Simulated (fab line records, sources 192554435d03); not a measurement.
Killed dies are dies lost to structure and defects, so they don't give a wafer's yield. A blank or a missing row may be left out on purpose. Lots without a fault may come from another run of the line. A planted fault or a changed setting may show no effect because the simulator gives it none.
A struck lot beside a sound one | flow n5_finfet | 35 steps out of a route of 1938
Sound: wafers L725.1, L725.3, L725.6. Struck: wafers L736.1, L736.4. (L736.2 of the same lot was not struck and is left out.) The cause comes at the end.
At each step with rows: each side's tool, then ch and its chambers, then its first start. Under that, the readings that differ: sound wafers | struck wafers | difference of the means | sigmas: that difference in standard deviations of wafers without a fault.
alike: readings whose means differ by less than 2 such deviations, and words and numbers that are the same on both sides. not compared: withheld readings, readings that some wafer has no value for, bounds like >300 that may hide the same value, and numbers for which the record gives no deviation and whose values overlap.
The two part at a step that has a row with sigmas, a row that says differs or no value, or rows on one side only. Numbers that don't overlap but have no deviation are shown without sigmas and don't part them. A reading that every wafer of one side lacks parts them only if that side has two wafers or more.

first, 11 steps without rows for these wafers: N5_BEOL_M15_TRENCH_ETCH_34 (etches SiO2 in C4F8/O2/Ar, target depth 872.93 nm, time 199 s); N5_BEOL_M15_STRIP_36 (strips in O2); N5_BEOL_M15_STRIP_62 (strips in O2); N5_BEOL_M15_STRIP_37 (strips in O2); N5_BEOL_M15_ETCH_38 (etches SiCN in CF4/N2, target depth 106.4 nm, time 120.5 s); N5_BEOL_M15_PRECLEAN_39 (cleans in residue remover, time 60 s); N5_BEOL_M15_SRD_40 (time 30 s, dry time 30 s); N5_BEOL_M15_DEGAS_41 (time 60 s); N5_BEOL_M15_PRE_CLEAN_42 (time 30 s); N5_BEOL_M15_SPUTTER_43 (material TaN, target thk 15 nm, time 24.19 s); N5_BEOL_M15_SPUTTER_44 (material Ta, target thk 15 nm, time 24.19 s).
N5_BEOL_M15_SPUTTER_45: material Cu, target thk 100 nm, time 16.67 s.
  sound on pvd_sputter-01, day 12 12:24; struck on pvd_sputter-01, day 15 08:48
  alike: throttle_valve_pct
then, 22 steps without rows for these wafers: N5_BEOL_M15_ECD_47 (material Cu, target thk 1860 nm); N5_BEOL_M15_ANNEAL_48 (time 90 s); N5_BEOL_M15_CMP_49 (polishes, stops on SiO2, t overpolish 4.9 s, target thk 850 nm); N5_BEOL_M15_PRE_CLEAN_52 (time 15 s); N5_BEOL_M15_DEP_53 (deposits SiCN from 3MS/NH3, target thk 50 nm, time 17.8 s); N5_PASSIVATION_PECVD_00 (deposits SiO2 from SiH4/N2O, target thk 200 nm, time 11.2 s); N5_MIM_BOT_DEGAS_01 (time 60 s); N5_MIM_BOT_SPUTTER_00 (material TiN, target thk 35 nm, time 89.7 s); N5_MIM_TOP_ALD_00 (deposits Al2O3, purge time 3 s, co reactant pulse time 3 s); N5_MIM_TOP_ALD_01 (deposits HfO2, target thk 5.6 nm, pulse time 1 s, purge time 3 s); N5_MIM_TOP_ALD_02 (deposits Al2O3, purge time 3 s, co reactant pulse time 3 s); N5_MIM_TOP_DEGAS_04 (time 60 s); N5_MIM_TOP_SPUTTER_03 (material TiN, target thk 35 nm, time 89.7 s); N5_MIM_TOP_LITHO_HMDS_01 (time 60 s); N5_MIM_TOP_LITHO_COAT_02; N5_MIM_TOP_LITHO_EBR_04; N5_MIM_TOP_LITHO_SOFTBAKE_03 (time 90 s); N5_MIM_TOP_LITHO_EXPOSE_05 (exposes mask MIM TOP, target cd 2000 nm); N5_MIM_TOP_LITHO_PEB_06; N5_MIM_TOP_LITHO_DEVELOP_07 (develop time 60 s); N5_MIM_TOP_LITHO_HARDBAKE_09 (time 120 s); N5_MIM_TOP_LITHO_DESCUM_10 (chemistry O2, time 7.9 s).
N5_PASSIVATION_PROBE_49:
  sound on prober-02, day 13 04:49; struck on prober-02, day 15 23:04
  reading                  | sound          | struck    | difference | sigmas
  defect_limited_yield (%) | 91.9 92.3 91.6 | 88.6 87.0 | -4.1       | -3
  killed_at_M0_to_M3       | 19 25 32       | 55 54     | +29        | +3
  killed_at_M4_up          | 12 22 11       | 31 40     | +20        | +4
  killed_dies              | 95 91 99       | 135 153   | +49        | +3
  sort_bin_5_function (%)  | 4.0 4.9 4.9    | 6.0 7.8   | +2.3       | +2
  sort_bin_6_memory (%)    | 3.6 2.6 3.1    | 5.3 4.6   | +1.8       | +3
  sort_n_pass              | 1085 1089 1081 | 1045 1027 | -49        | -3
  sort_yield_pct (%)       | 91.9 92.3 91.6 | 88.6 87.0 | -4.1       | -3
  alike: killed_at_contacts, killed_at_front_end, killed_at_other, killed_open, killed_short

WHERE THEY PART
Only at N5_PASSIVATION_PROBE_49, within this record.

WHY: what the simulator had put in
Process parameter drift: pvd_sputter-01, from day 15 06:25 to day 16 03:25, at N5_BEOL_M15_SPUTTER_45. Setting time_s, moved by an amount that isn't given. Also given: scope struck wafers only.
